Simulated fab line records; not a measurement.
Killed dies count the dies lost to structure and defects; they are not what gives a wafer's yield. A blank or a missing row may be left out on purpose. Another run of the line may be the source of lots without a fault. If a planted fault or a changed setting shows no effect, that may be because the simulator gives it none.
Split-lot trial :: flow n5Finfet :: 21 wafers read from 7 lots, route of 1938 steps

== THE SPLIT ==
At N5_PMOS_HMC_CHANNEL_EPI_HM_DEP_34 (deposits SiO2 from TEOS/O2, target thk 36 nm, time 6.9 s), the setting timeS was moved away from the recipe's 6.9 s on 8 of the 21 wafers read, by -13.4% to +13.0%. This setting was run at the recipe's value on the other wafers.

== FROM THE SPLIT TO THE READING: what the file shows between them, 8 steps ==
- N5_PMOS_HMC_CHANNEL_EPI_PEB_07: peb time 60 s (also split here: pebTimeS)
- N5_PMOS_HMC_CHANNEL_EPI_DEVELOP_08: develop time 30 s
- N5_PMOS_HMC_CHANNEL_EPI_CD_MEAS_09: target cd 237.4 nm
- N5_PMOS_HMC_CHANNEL_EPI_DESCUM_14: chemistry O2, time 7.9 s
- N5_PMOS_HMC_CHANNEL_EPI_ETCH_32: etches BARC in N2/H2, stops on SiO2, target depth 85.8 nm, time 50.3 s
- N5_PMOS_HMC_CHANNEL_EPI_HM_OPEN_15: chemistry CHF3/O2, target SiO2, target depth 40.6 nm, time 20.3 s
- N5_PMOS_HMC_CHANNEL_EPI_STRIP_17: strips in SPM, time 750 s
- N5_PMOS_HMC_CHANNEL_EPI_ETCH_38: etches SiO2 in CF4, target depth 1.5 nm

== THE READING ==
SiO2_of_PMOS_HMC_CHANNEL_EPI_HM_DEP_34.thkNm (the simulator's own value, which no gauge read), in nm, at N5_PMOS_HMC_CHANNEL_EPI_FIN_RECESS_16 (chemistry HBr/Cl2, target Si, target depth 54 nm, time 18 s). The file gives no usual value for it. Average 30.07 nm, standard deviation 0.78 nm, over the 13 wafers here run with the recipe.

wafer: L075.3
tool, chamber at the split: pecvd-03, 2
timeS as run, s: 6.9
against the recipe: recipe
SiO2_of_PMOS_HMC_CHANNEL_EPI_HM_DEP_34.thkNm, nm: 30.27
against lot-mates on the recipe: -

wafer: L075.4
tool, chamber at the split: pecvd-03, 0
timeS as run, s: 6.079
against the recipe: -11.9%
SiO2_of_PMOS_HMC_CHANNEL_EPI_HM_DEP_34.thkNm, nm: 26.45
against lot-mates on the recipe: -3.89

wafer: L075.5
tool, chamber at the split: pecvd-03, 0
timeS as run, s: 6.9
against the recipe: recipe
SiO2_of_PMOS_HMC_CHANNEL_EPI_HM_DEP_34.thkNm, nm: 30.41
against lot-mates on the recipe: -

wafer: L077.2
tool, chamber at the split: pecvd-03, 0
timeS as run, s: 7.357
against the recipe: +6.6%
SiO2_of_PMOS_HMC_CHANNEL_EPI_HM_DEP_34.thkNm, nm: 32.17
against lot-mates on the recipe: +1.77

wafer: L077.3
tool, chamber at the split: pecvd-03, 2
timeS as run, s: 6.9
against the recipe: recipe
SiO2_of_PMOS_HMC_CHANNEL_EPI_HM_DEP_34.thkNm, nm: 30.08
against lot-mates on the recipe: -

wafer: L077.5
tool, chamber at the split: pecvd-03, 0
timeS as run, s: 6.9
against the recipe: recipe
SiO2_of_PMOS_HMC_CHANNEL_EPI_HM_DEP_34.thkNm, nm: 30.73
against lot-mates on the recipe: -

wafer: L081.1
tool, chamber at the split: pecvd-04, 2
timeS as run, s: 6.9
against the recipe: recipe
SiO2_of_PMOS_HMC_CHANNEL_EPI_HM_DEP_34.thkNm, nm: 29.93
against lot-mates on the recipe: -

wafer: L081.2
tool, chamber at the split: pecvd-04, 0
timeS as run, s: 6.9
against the recipe: recipe
SiO2_of_PMOS_HMC_CHANNEL_EPI_HM_DEP_34.thkNm, nm: 28.42
against lot-mates on the recipe: -

wafer: L081.3
tool, chamber at the split: pecvd-04, 1
timeS as run, s: 7.38
against the recipe: +7.0%
SiO2_of_PMOS_HMC_CHANNEL_EPI_HM_DEP_34.thkNm, nm: 32.24
against lot-mates on the recipe: +3.07

wafer: L082.1
tool, chamber at the split: pecvd-03, 2
timeS as run, s: 6.9
against the recipe: recipe
SiO2_of_PMOS_HMC_CHANNEL_EPI_HM_DEP_34.thkNm, nm: 29.43
against lot-mates on the recipe: -

wafer: L082.4
tool, chamber at the split: pecvd-03, 1
timeS as run, s: 5.974
against the recipe: -13.4%
SiO2_of_PMOS_HMC_CHANNEL_EPI_HM_DEP_34.thkNm, nm: 26.09
against lot-mates on the recipe: -3.68

wafer: L082.5
tool, chamber at the split: pecvd-03, 2
timeS as run, s: 6.9
against the recipe: recipe
SiO2_of_PMOS_HMC_CHANNEL_EPI_HM_DEP_34.thkNm, nm: 30.12
against lot-mates on the recipe: -

wafer: L084.4
tool, chamber at the split: pecvd-04, 2
timeS as run, s: 6.27
against the recipe: -9.1%
SiO2_of_PMOS_HMC_CHANNEL_EPI_HM_DEP_34.thkNm, nm: 26.62
against lot-mates on the recipe: -1.99

wafer: L084.5
tool, chamber at the split: pecvd-04, 1
timeS as run, s: 6.27
against the recipe: -9.1%
SiO2_of_PMOS_HMC_CHANNEL_EPI_HM_DEP_34.thkNm, nm: 26.61
against lot-mates on the recipe: -2.00

wafer: L084.6
tool, chamber at the split: pecvd-04, 0
timeS as run, s: 6.9
against the recipe: recipe
SiO2_of_PMOS_HMC_CHANNEL_EPI_HM_DEP_34.thkNm, nm: 28.61
against lot-mates on the recipe: -

wafer: L090.1
tool, chamber at the split: pecvd-03, 1
timeS as run, s: 6.9
against the recipe: recipe
SiO2_of_PMOS_HMC_CHANNEL_EPI_HM_DEP_34.thkNm, nm: 31
against lot-mates on the recipe: -

wafer: L090.3
tool, chamber at the split: pecvd-03, 0
timeS as run, s: 6.9
against the recipe: recipe
SiO2_of_PMOS_HMC_CHANNEL_EPI_HM_DEP_34.thkNm, nm: 30.22
against lot-mates on the recipe: -

wafer: L090.4
tool, chamber at the split: pecvd-03, 0
timeS as run, s: 6.9
against the recipe: recipe
SiO2_of_PMOS_HMC_CHANNEL_EPI_HM_DEP_34.thkNm, nm: 31
against lot-mates on the recipe: -

wafer: L093.2
tool, chamber at the split: pecvd-02, 1
timeS as run, s: 7.794
against the recipe: +13.0%
SiO2_of_PMOS_HMC_CHANNEL_EPI_HM_DEP_34.thkNm, nm: 34.64
against lot-mates on the recipe: +4.01

wafer: L093.4
tool, chamber at the split: pecvd-02, 2
timeS as run, s: 7.794
against the recipe: +13.0%
SiO2_of_PMOS_HMC_CHANNEL_EPI_HM_DEP_34.thkNm, nm: 34.54
against lot-mates on the recipe: +3.91

wafer: L093.5
tool, chamber at the split: pecvd-02, 0
timeS as run, s: 6.9
against the recipe: recipe
SiO2_of_PMOS_HMC_CHANNEL_EPI_HM_DEP_34.thkNm, nm: 30.63
against lot-mates on the recipe: -

FIT RESULTS
A straight line over all 21 wafers: SiO2_of_PMOS_HMC_CHANNEL_EPI_HM_DEP_34.thkNm changes by +0.334 nm for each +1% of timeS; r = +0.96; the points scatter about the line by 0.68 nm.
The same after taking each lot's own level away (the mean of its wafers on the recipe; 21 wafers): +0.293 nm for each +1%; r = +0.98; scatter 0.46 nm.
That fit puts the effect of the largest move of timeS on the reading at 3.9 nm.
The span of the lots' own levels, 28.610 to 30.740 nm, comes to 2.7 times the standard deviation stated above.
Thus the slope moves with the lot-to-lot level: the two fits are different.
Check: with one of the wafers moved furthest among these (-13.4%) left out of the fit, the line predicts -3.86 nm for it against its lot-mates. It came out at -3.68 nm against them.

== OTHER SPLITS ON THESE WAFERS ==
Note: prior to the reading, these wafers also went through further splits. Each is held against what the fit with the lots' levels taken away leaves over:
other split on the same wafers: N5_ZERO_LAYER_PECVD_02 timeS
wafers away from the commonest value: 6
r with SiO2_of_PMOS_HMC_CHANNEL_EPI_HM_DEP_34.thkNm (lot level and that fit taken away): +0.11

other split on the same wafers: N5_PMOS_HMC_CHANNEL_EPI_PEB_07 pebTimeS
wafers away from the commonest value: 9
r with SiO2_of_PMOS_HMC_CHANNEL_EPI_HM_DEP_34.thkNm (lot level and that fit taken away): -0.19

== THE WHOLE CHAIN: every reading that the file lists as answering this split, in the file's order ==
step: N5_PMOS_HMC_CHANNEL_EPI_HM_DEP_34
what it does: deposits SiO2 from TEOS/O2, target thk 36 nm, time 6.9 s
reading: SiO2_of_PMOS_HMC_CHANNEL_EPI_HM_DEP_34.thkNm (the simulator's own value, which no gauge read)
change (the file's fit): +0.308 nm for each +1% of the setting
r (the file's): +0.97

step: N5_PMOS_HMC_CHANNEL_EPI_FIN_RECESS_16
what it does: chemistry HBr/Cl2, target Si, target depth 54 nm, time 18 s
reading: SiO2_of_PMOS_HMC_CHANNEL_EPI_HM_DEP_34.thkNm (the simulator's own value, which no gauge read)
change (the file's fit): +0.298 nm for each +1% of the setting
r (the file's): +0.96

== FILE'S OWN FIT ==
SiO2_of_PMOS_HMC_CHANNEL_EPI_HM_DEP_34.thkNm changes by +0.298 nm for each +1% of timeS, r = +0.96.
